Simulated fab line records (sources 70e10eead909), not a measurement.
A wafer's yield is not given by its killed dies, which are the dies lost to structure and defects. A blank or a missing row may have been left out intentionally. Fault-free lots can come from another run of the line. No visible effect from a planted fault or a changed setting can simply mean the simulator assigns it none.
fab line records | flow nand_harc
record: lots: 5 wafers: 15 last_day: 32
route steps=1302 shown P_ZERO_WELL@14 END@1302
lots untouched by any fault: they come from a run of this same line in which no faults occurred
start_h: hours from the record's opening day to when the first of the lot's shown wafers began | wait_h: hours elapsed since this lot's preceding step | " as in the row above | L1.1+2: one row covering several wafers at once | - no value, or no start given | * or withheld: withheld | < > ~ a bound
route shown NAME@n: NAME is a module with steps in the file, n the number in the route of the first one | usual: mean/standard deviation taken from wafers without a fault | same: alike in all rows | chamber/n: place in a boat | sites: readings site by site | _std_site: the standard deviation of these | _edge_site: the outer-site mean with the inner-site mean subtracted | radius_mm: how far each site lies from the wafer's centre | mask NAME#n: copy n | behind: the last tool/chamber to shape the wafer | hold: what put the lot on hold/how long, in hours/how the hold closed | device: whichever transistor did not switch (one of n, p or np) | end of line: the tests these same wafers got at the end of their route | a step without rows: its recipe alone | killed: count of dies lost to structure and defects at first sort (not the wafer's yield) | map: the dies of a wafer, with x for killed, . for not killed, _ for no die there
set.NAME: the run value of the setting; set.NAME@STEP: its run value at that earlier step | model.NAME: the simulator's own value behind a step, which no gauge read
lots seen at some steps along the route; tables by step, rows by wafer
services: a tool's chamber out of use, with start hour (start_h, from the record's first day; less than 0 if before it), hours out, and reason
== steps ==
step: NHARC_P_ZERO_WELL_CD_MEAS_11
recipe: target_cd_nm: 500 landing_energy_ev: 500
usual: cd_nm: 499.2/1.6
same: landing_energy_ev: 500
columns lot.wafer tool chamber start_h wait_h cd_nm
L378.2 cd_sem-03 0 41.24 - 495.9
L378.3 " 0 " " 498.7
L378.6 " 0 " " 496.5
L386.1 cd_sem-02 0 121.13 - 497.8
L386.4 " 0 " " 499.8
L386.5 " 0 " " 498.1
L388.3 cd_sem-02 0 141.24 - 498.9
L388.4 " 0 " " 501.3
L388.6 " 0 " " 501.4
L392.2 cd_sem-03 0 181.25 - 500.1
L392.4 " 0 " " 501.4
L392.5 " 0 " " 501.4
L395.2 cd_sem-03 0 211.25 - 500.5
L395.5 " 0 " " 499.7
L395.6 " 0 " " 499.4
step: NHARC_P_ZERO_WELL_HARDBAKE_12
recipe: temp_c: 118 time_s: 65
step: NHARC_P_ZERO_WELL_DESCUM_13
recipe: time_s: 3 o2_flow_sccm: 200 ar_flow_sccm: 0 bias_power_w: 0 chemistry: O2
usual: drypump_motor_current_A: 5.8/0.41 oes_product_au: 0.999/0.0075 rf_vpp_V: 57.7/0.92 showerhead_plenum_p_Torr: 1.88/0.095 throttle_valve_pct: 11.310/0.0092
columns lot.wafer tool chamber start_h wait_h drypump_motor_current_A oes_product_au rf_hours_counter_h rf_vpp_V showerhead_plenum_p_Torr throttle_valve_pct
L378.3 rie_diel-09 2 43.50 - 6.0 1.000 24 57.5 1.83 11.321
L378.2 " 0 " " 5.8 0.996 24 57.6 1.80 11.289
L378.6 " 2 " " 6.0 0.993 - 56.1 1.83 11.330
L386.1 rie_diel-09 0 121.33 - 5.8 1.001 52 57.8 1.79 11.322
L386.4 " 1 " " 5.8 0.996 46 58.6 2.02 11.317
L386.5 " 3 " " 5.6 0.996 - 56.7 1.77 11.330
L388.3 rie_diel-01 1 141.40 - 5.8 0.981 36 58.2 1.86 11.310
L388.4 " 2 " " 5.8 0.994 39 58.7 2.00 11.300
L388.6 " 1 " " 5.8 1.001 - 56.9 1.86 11.311
L392.2 rie_diel-01 1 181.43 - 5.8 0.991 53 57.7 1.85 11.315
L392.4 " 0 " " 5.4 0.990 54 57.5 1.87 11.319
L392.5 " 2 " " 5.9 1.013 - 57.7 1.99 11.312
L395.2 rie_diel-09 1 211.54 - 5.8 1.003 16 57.1 2.01 11.295
L395.5 " 0 " " 5.8 0.994 - 57.7 1.78 11.313
L395.6 " 1 " " 5.9 1.002 - 58.2 2.01 11.304
step: NHARC_P_ZERO_WELL_ETCH_65
recipe: target_depth_a: 800 overetch_a: 240 time_s: 87.88 ion_energy_ev: 200 n2_flow_sccm: 150 h2_flow_sccm: 150 ar_flow_sccm: 0 rf_w: 400 bias_w: 150 chemistry: N2/H2
usual: drypump_motor_current_A: 5.8/0.44 oes_product_au: 1.000/0.0071 rf_fwd_power_W: 397.8/1.3 rf_vpp_V: 429.4/3 showerhead_plenum_p_Torr: 2.00/0.1 throttle_valve_pct: 14.171/0.01
columns lot.wafer tool chamber start_h wait_h drypump_motor_current_A oes_product_au rf_fwd_power_W rf_hours_counter_h rf_vpp_V showerhead_plenum_p_Torr throttle_valve_pct
L378.3 rie_diel-09 3 43.64 0.1 5.5 1.000 398.8 24 426.2 1.90 14.172
L378.2 " 0 " " 5.8 0.994 396.2 24 427.1 1.91 14.171
L378.6 " 3 " " 5.6 1.002 397.6 - 427.2 1.90 14.173
L386.1 rie_diel-09 1 121.46 0.1 5.9 0.999 398.6 46 432.6 2.15 14.173
L386.4 " 2 " " 6.0 1.004 396.8 51 428.2 1.94 14.195
L386.5 " 0 " " 5.9 0.995 396.1 - 427.5 1.90 14.185
L388.4 rie_diel-01 1 141.48 0.1 5.9 1.001 396.4 36 428.9 1.98 14.163
L388.3 " 0 " " 5.4 0.995 396.9 38 430.0 2.00 14.170
L388.6 " 2 " " 5.8 1.012 397.6 - 434.3 2.13 14.155
L392.4 rie_diel-01 3 181.52 0.1 6.8 0.997 398.6 53 426.8 1.90 14.165
L392.2 " 0 " " 5.4 1.005 395.9 54 430.4 2.00 14.176
L392.5 " 3 " " 6.8 0.997 396.8 - 426.7 1.90 14.160
L395.2 rie_diel-09 3 211.62 0.1 5.6 1.001 398.4 18 426.8 1.88 14.169
L395.6 " 3 " " 5.6 1.005 396.3 - 426.9 1.88 14.178
L395.5 " 0 " " 5.8 0.989 397.7 - 425.6 1.90 14.170
step: NHARC_P_ZERO_WELL_ETCH_62
recipe: target_depth_a: 130 time_s: 6.5 chf3_flow_sccm: 50 ar_flow_sccm: 200 rf_w: 500 bias_w: 200 chemistry: CHF3/Ar
usual: chf3_flow_sccm: 50.00/0.15 drypump_motor_current_A: 5.8/0.42 oes_product_au: 0.961/0.017 rf_fwd_power_W: 489.0/1.9 rf_vpp_V: 369.5/2.6 showerhead_plenum_p_Torr: 2.30/0.11 throttle_valve_pct: 20.216/0.0085
columns lot.wafer tool chamber start_h wait_h chf3_flow_sccm drypump_motor_current_A oes_product_au rf_fwd_power_W rf_hours_counter_h rf_vpp_V showerhead_plenum_p_Torr throttle_valve_pct
L378.2 rie_diel-09 0 - - 49.84 5.9 0.955 488.7 24 368.1 2.21 20.227
L378.3 " 1 " " 50.04 5.9 0.954 488.3 24 375.0 2.48 20.229
L378.6 " 3 " " 50.11 5.6 0.950 486.8 - 367.7 2.19 20.232
L386.4 rie_diel-09 3 - - 49.88 5.5 0.945 486.1 47 367.2 2.18 20.215
L386.1 " 0 " " 49.83 5.8 0.951 490.1 52 366.7 2.20 20.211
L386.5 " 2 " " 50.09 6.0 0.957 491.4 - 369.5 2.23 20.221
L388.3 rie_diel-01 1 - - 50.05 5.8 0.949 490.6 36 370.2 2.28 20.202
L388.4 " 0 " " 49.92 5.4 0.962 490.2 38 369.9 2.30 20.210
L388.6 " 2 " " 49.83 5.9 0.983 490.9 - 372.3 2.44 20.217
L392.2 rie_diel-01 0 - - 50.37 5.4 0.956 490.6 54 369.8 2.30 20.220
L392.4 " 2 " " 50.00 5.9 0.962 491.2 54 373.3 2.43 20.225
L392.5 " 0 " " 50.34 5.4 0.957 488.9 - 368.8 2.30 20.217
L395.2 rie_diel-09 0 - - 49.92 5.8 0.925 490.9 18 367.1 2.19 20.218
L395.5 " 0 " " 49.72 5.9 0.928 488.9 - 367.4 2.19 20.219
L395.6 " 1 " " 50.07 5.9 0.946 486.5 - 374.7 2.46 20.211
step: NHARC_P_ZERO_WELL_ETCH_63
recipe: target_depth_a: 1200 time_s: 40.1 hbr_flow_sccm: 150 cl2_flow_sccm: 50 rf_w: 400 icp_w: 400 bias_w: 100 chemistry: HBr/Cl2
usual: drypump_motor_current_A: 5.70/0.29 oes_product_au: 1.001/0.0076 rf_fwd_power_W: 395.0/1.8 throttle_valve_pct: 26.407/0.0092
columns lot.wafer tool chamber start_h wait_h drypump_motor_current_A oes_product_au rf_fwd_power_W rf_hours_counter_h throttle_valve_pct
L378.2 rie_si-01 3 43.81 - 5.13 0.995 399.1 0.2 26.406
L378.3 " 1 " " 5.99 0.989 396.2 0.1 26.402
L378.6 " 3 " " 5.13 0.991 397.5 - 26.415
L386.1 rie_si-06 1 121.62 - 5.33 0.987 394.8 0.2 26.413
L386.4 " 3 " " 6.02 0.997 394.7 0.3 26.396
L386.5 " 1 " " 5.35 1.001 394.1 - 26.409
L388.4 rie_si-06 1 141.65 - 5.34 1.000 397.1 0.3 26.424
L388.3 " 2 " " 5.51 0.993 395.6 0.4 26.414
L388.6 " 1 " " 5.35 1.000 397.6 - 26.407
L392.4 rie_si-02 0 181.69 - 5.96 0.996 396.1 0.3 26.402
L392.2 " 1 " " 5.36 1.002 395.3 0.4 26.397
L392.5 " 1 " " 5.37 0.984 395.8 - 26.399
L395.2 rie_si-01 3 211.88 - 5.14 0.985 398.7 0.0 26.408
L395.6 " 1 " " 5.99 0.985 397.8 - 26.393
L395.5 " 2 " " 5.63 1.014 393.9 - 26.405
step: NHARC_P_ZERO_WELL_STRIP_15
recipe: time_s: 900 temp_c: 130 chemistry: SPM
step: NHARC_P_ZERO_WELL_DEHYDRATE_16
recipe: temp_c: 150 time_s: 120
step: NHARC_P_ZERO_WELL_HMDS_17
recipe: time_s: 30
step: NHARC_P_ZERO_WELL_COAT_18
recipe: spin_rpm: withheld
step: NHARC_P_ZERO_WELL_SOFTBAKE_19
recipe: temp_c: 122 time_s: 95
step: NHARC_P_ZERO_WELL_EBR_20
step: NHARC_P_ZERO_WELL_EXPOSE_21
recipe: na: 0.6 target_cd_nm: 720 dose_mj: 22.31 mask_id: P_NWELL
columns lot.wafer tool chamber start_h wait_h mask
L378.2+3+6 krf_scanner-04 0 44.58 - P_NWELL#0
L386.1+4+5 krf_scanner-03 0 122.27 - P_NWELL#0
L388.3+4+6 krf_scanner-02 0 142.43 - P_NWELL#0
L392.2+4+5 krf_scanner-03 0 182.47 - P_HVPW#0
L395.2+5+6 krf_scanner-03 0 212.62 - P_NWELL#0
step: NHARC_P_ZERO_WELL_PEB_22
recipe: peb_temp_c: 118 peb_time_s: 85
step: NHARC_P_ZERO_WELL_DEVELOP_23
recipe: time_s: 70
step: NHARC_P_ZERO_WELL_CD_MEAS_24
recipe: target_cd_nm: 720 landing_energy_ev: 500
usual: cd_nm: 720.4/1.4
same: landing_energy_ev: 500
columns lot.wafer tool chamber start_h wait_h cd_nm
L378.2 cd_sem-01 0 44.74 - 720.9
L378.3 " 0 " " 721.1
L378.6 " 0 " " 719.3
L386.1 cd_sem-03 0 122.42 - 721.2
L386.4 " 0 " " 720.6
L386.5 " 0 " " 720.7
L388.3 cd_sem-02 0 142.59 - 720.7
L388.4 " 0 " " 721.3
L388.6 " 0 " " 721.9
L392.2 cd_sem-03 0 182.62 - -
L392.4 " 0 " " -
L392.5 " 0 " " -
L395.2 cd_sem-03 0 212.78 - 719.5
L395.5 " 0 " " 721.1
L395.6 " 0 " " 718.9
step: NHARC_P_ZERO_WELL_HARDBAKE_25
recipe: temp_c: 125 time_s: 80
step: NHARC_END_SORT_01
recipe: temp_c: 25
usual: killed_at_array: 61/23 killed_at_other: 1.3/1.4 killed_at_periphery: 4.0/2.6 killed_dies: 66/22 killed_open: 3.4/1.8 killed_short: 2.3/1.4
same: gross_dies: 677
columns lot.wafer tool chamber start_h wait_h hold killed_at_array killed_at_other killed_at_periphery killed_dies killed_open killed_short
L378.2 prober-02 0 581.41 2.8 - 49 1 3 53 3 1
L378.3 prober-02 0 582.22 3.1 - 59 1 3 63 3 4
L378.6 prober-02 0 584.65 4.0 - 60 1 2 63 1 2
L388.3 prober-01 0 679.37 3.1 - 46 2 3 51 4 0
L388.4 prober-01 0 680.16 3.4 - 56 3 2 61 3 3
L388.6 prober-01 0 681.75 4.0 - 58 0 5 63 1 3
L392.2 prober-01 0 733.51 2.8 await_dispo/2.5h/scrap 79 1 597 677 2 1
L392.4 prober-01 0 735.10 3.4 await_dispo/2.5h/scrap 78 1 598 677 2 5
L392.5 prober-01 0 735.89 3.7 await_dispo/2.5h/scrap 72 1 604 677 5 1
killed by level:class
L378.2 A_CHANNEL_HOLE_D1:chamber_film_flake=31 A_CHANNEL_HOLE_D2:chamber_film_flake=9 P_CONTACT:geometric_particle:open=2 A_ZERO_WELL:chamber_film_flake=2 A_STAIRCASE:chamber_film_flake=2 A_CONTACT:chamber_film_flake=2 A_CHANNEL_FILL_D1:geometric_particle:short=1 A_M0:geometric_particle:open=1
L378.3 A_CHANNEL_HOLE_D1:chamber_film_flake=34 A_CHANNEL_HOLE_D2:chamber_film_flake=8 A_CONTACT:chamber_film_flake=6 A_DECK1_JOINT:geometric_particle:short=2 P_ZERO_WELL:chamber_film_flake=2 A_ZERO_WELL:chamber_film_flake=2 A_STAIRCASE:chamber_film_flake=2 P_GATE:geometric_particle:open=1
L378.6 A_CHANNEL_HOLE_D1:chamber_film_flake=36 A_CHANNEL_HOLE_D2:chamber_film_flake=15 A_CONTACT:chamber_film_flake=5 P_GATE:chamber_film_flake=2 A_ONON_D1:geometric_particle:short=1 A_CHANNEL_FILL_D1:geometric_particle:short=1 A_M0:geometric_particle:open=1 A_CHANNEL_FILL_D1:chamber_film_flake=1
L388.3 A_SLIT:chamber_film_flake=26 A_CHANNEL_HOLE_D2:chamber_film_flake=12 A_CHANNEL_FILL_D2:geometric_particle:open=2 A_CHANNEL_HOLE_D1:chamber_film_flake=2 P_GATE:geometric_particle:open=1 A_M0:geometric_particle:open=1 P_ZERO_WELL:chamber_film_flake=1 P_CONTACT:chamber_film_flake=1
L388.4 A_SLIT:chamber_film_flake=27 A_CHANNEL_HOLE_D2:chamber_film_flake=8 A_CHANNEL_HOLE_D1:chamber_film_flake=6 A_CONTACT:chamber_film_flake=4 A_STAIRCASE:chamber_film_flake=3 A_CONTACT:geometric_particle:open=2 P_M2:chamber_film_flake=2 HYBRID_BOND:chamber_film_flake=2
L388.6 A_SLIT:chamber_film_flake=22 A_CHANNEL_HOLE_D2:chamber_film_flake=17 A_CHANNEL_HOLE_D1:chamber_film_flake=6 A_CONTACT:chamber_film_flake=6 A_STAIRCASE:chamber_film_flake=3 P_CONTACT:chamber_film_flake=2 P_M0:geometric_particle:short=1 P_M1:geometric_particle:short=1
L392.2 P_ZERO_WELL:area_expose=595 A_CHANNEL_HOLE_D1:chamber_film_flake=33 A_SLIT:chamber_film_flake=32 A_CONTACT:chamber_film_flake=5 A_CHANNEL_FILL_D1:chamber_film_flake=4 P_M1:chamber_film_flake=2 A_SOURCE_PLATE:geometric_particle:open=1 A_CHANNEL_FILL_D2:geometric_particle:open=1
L392.4 P_ZERO_WELL:area_expose=587 A_SLIT:chamber_film_flake=36 A_CHANNEL_HOLE_D1:chamber_film_flake=31 P_GATE:chamber_film_flake=8 A_CHANNEL_FILL_D1:chamber_film_flake=2 A_CONTACT:chamber_film_flake=2 P_STI:geometric_particle:short=1 P_M0:geometric_particle:short=1
L392.5 P_ZERO_WELL:area_expose=599 A_SLIT:chamber_film_flake=33 A_CHANNEL_HOLE_D1:chamber_film_flake=26 A_CONTACT:chamber_film_flake=4 A_DECK1_JOINT:chamber_film_flake=3 A_CHANNEL_FILL_D2:geometric_particle:open=2 P_GATE:chamber_film_flake=2 P_CONTACT:geometric_particle:open=1
map L392.2 (x killed, . not)
____________x____________
_________xxxxxxx_________
_______xxxxxxxxxxx_______
______xxxxxxxxxxxxx______
_____xxxxxxxxxxxxxxx_____
____xxxxxxxxxxxxxxxxx____
____xxxxxxxxxxxxxxxxx____
___xxxxxxxxxxxxxxxxxxx___
___xxxxxxxxxxxxxxxxxxx___
__xxxxxxxxxxxxxxxxxxxxx__
__xxxxxxxxxxxxxxxxxxxxx__
_xxxxxxxxxxxxxxxxxxxxxxx_
_xxxxxxxxxxxxxxxxxxxxxxx_
_xxxxxxxxxxxxxxxxxxxxxxx_
_xxxxxxxxxxxxxxxxxxxxxxx_
_xxxxxxxxxxxxxxxxxxxxxxx_
xxxxxxxxxxxxxxxxxxxxxxxxx
xxxxxxxxxxxxxxxxxxxxxxxxx
xxxxxxxxxxxxxxxxxxxxxxxxx
xxxxxxxxxxxxxxxxxxxxxxxxx
xxxxxxxxxxxxxxxxxxxxxxxxx
_xxxxxxxxxxxxxxxxxxxxxxx_
_xxxxxxxxxxxxxxxxxxxxxxx_
_xxxxxxxxxxxxxxxxxxxxxxx_
_xxxxxxxxxxxxxxxxxxxxxxx_
_xxxxxxxxxxxxxxxxxxxxxxx_
__xxxxxxxxxxxxxxxxxxxxx__
__xxxxxxxxxxxxxxxxxxxxx__
___xxxxxxxxxxxxxxxxxxx___
___xxxxxxxxxxxxxxxxxxx___
____xxxxxxxxxxxxxxxxx____
____xxxxxxxxxxxxxxxxx____
_____xxxxxxxxxxxxxxx_____
______xxxxxxxxxxxxx______
_______xxxxxxxxxxx_______
_________xxxxxxx_________
____________x____________
map L386.4 (x killed, . not)
____________.____________
_________..x...._________
_______..........._______
______.............______
_____...........x..._____
____...............x.____
____.................____
___.....x.xx..........___
___.........x.........___
__.........x...........__
__.....x...............__
_..........x............_
_......................._
_...x..................._
_..x...................._
_...............x......x_
.................x.......
......................x..
.........................
..................x......
.....................x...
_.................x....._
_.............x..x.x...._
_......................._
_......................._
_.............x........._
__.....................__
__.....................__
___...................___
___...................___
____..........x.x..x.____
____.........x....x..____
_____............x.._____
______.............______
_______.......x..._______
_________......._________
____________.____________
== services ==
columns tool chamber start_h hours kind
rie_diel-09 0 24.17 - clean
rie_diel-09 1 24.17 - clean
rie_diel-09 2 24.17 - clean
rie_diel-01 - 26.93 9.0 pm
krf_scanner-04 - 31.56 0.5 repair
rie_diel-09 3 50.84 15.4 repair
krf_scanner-03 - 52.52 4.0 pm
krf_scanner-02 - 69.79 1.1 repair
rie_si-06 - 72.00 9.0 pm
rie_diel-09 1 72.86 4.9 repair
rie_diel-09 0 91.74 2.6 repair
krf_scanner-02 - 94.00 4.0 pm
rie_si-02 - 100.00 9.0 pm
rie_diel-09 3 124.91 8.3 repair
rie_si-01 3 138.49 3.7 repair
rie_diel-09 - 143.12 9.0 pm
rie_si-02 0 146.82 8.6 repair
rie_si-01 3 164.19 2.7 repair
krf_scanner-02 - 171.52 0.9 repair
krf_scanner-04 - 182.00 4.0 pm
rie_si-02 0 186.27 1.6 repair
rie_diel-01 - 186.97 0.3 repair
rie_si-01 - 193.00 9.0 pm
rie_diel-01 - 203.93 9.0 pm
== key ==
first_sign: step: NHARC_P_ZERO_WELL_EXPOSE_21 reading: mask direction: changed
effect: step: NHARC_P_ZERO_WELL_CD_MEAS_24 reading: cd_nm direction: missing
effect: step: NHARC_END_SORT_01 reading: killed_at_periphery direction: up sigmas: 99+ usual: 4.0 struck: 599.7
more_kills_born_at: NHARC_P_ZERO_WELL_EXPOSE_21@krf_scanner-03: 1781
met_at NHARC_P_ZERO_WELL_EXPOSE_21
struck_wafers L392.2,L392.4,L392.5
later_rows_left_out L392.2,L392.4,L392.5
tester_left_out L392
onset_between 122.27 182.47
fault: kind: wrong_mask tool: any chamber: - onset_h: 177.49 steps: NHARC_P_ZERO_WELL_EXPOSE_21 aux_copy: P_HVPW#0 scope: struck_lots_only
tester_left_out: of these lots the tester's yield and bins aren't shown, on N5 and GAA mostly nor the transistor test; their killed dies are dies lost to structure and defects alone, not to doping, threshold or leakage, so they don't give the yield
later_rows_left_out: the simulator's readings of these wafers behind a module that went badly wrong aren't trusted and aren't shown, but for the sort
